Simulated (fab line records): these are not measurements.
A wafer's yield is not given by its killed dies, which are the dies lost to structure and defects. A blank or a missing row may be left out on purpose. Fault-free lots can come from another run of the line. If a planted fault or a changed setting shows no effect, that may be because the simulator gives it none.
Matching of chambers    flow n5_finfet    cvd_co-02 running N5_BEOL_M5_CO_CAP_78: 3 sister chambers
The step material Co, precursor CCTBA/H2, target thk 2 nm, time 102.1 s. 3 wafers are shown with their chamber, then 8 later ones without.

WAFERS WITH THEIR CHAMBER
wafer   chamber  heater_power_w (W)
L425.1  1        206
L425.4  2        227
L427.1  0        302

WAFERS MISSING THEIR CHAMBER
wafer   heater_power_w (W)
L427.4  223
L427.5  202
L430.1  305
L430.2  227
L430.6  306
L433.1  313
L433.2  210
L433.3  226

THE CHAMBER EACH PASSED THROUGH
wafer   from the rows above  in truth
L427.4  2                    2
L427.5  1                    1
L430.1  0                    0
L430.2  2                    2
L430.6  0                    0
L433.1  0                    0
L433.2  1                    1
L433.3  2                    2
8 of 8 placed correctly. Can't be placed from these rows: 0. Number placed wrongly: 0.
How it was worked out, from the rows above alone: a wafer's distance from a chamber is the root of the sum, over the readings, of the square of ((its reading less the chamber's mean) divided by the reading's scatter). If the next closest chamber is less than 2 further off than the closest, the wafer can't be placed; otherwise it belongs to the closest. Each chamber's mean is taken over the wafers shown for it. The scatter (one wafer shown for each chamber): square how far every hidden wafer sits from the nearest shown wafer, average those squares and take the square root.
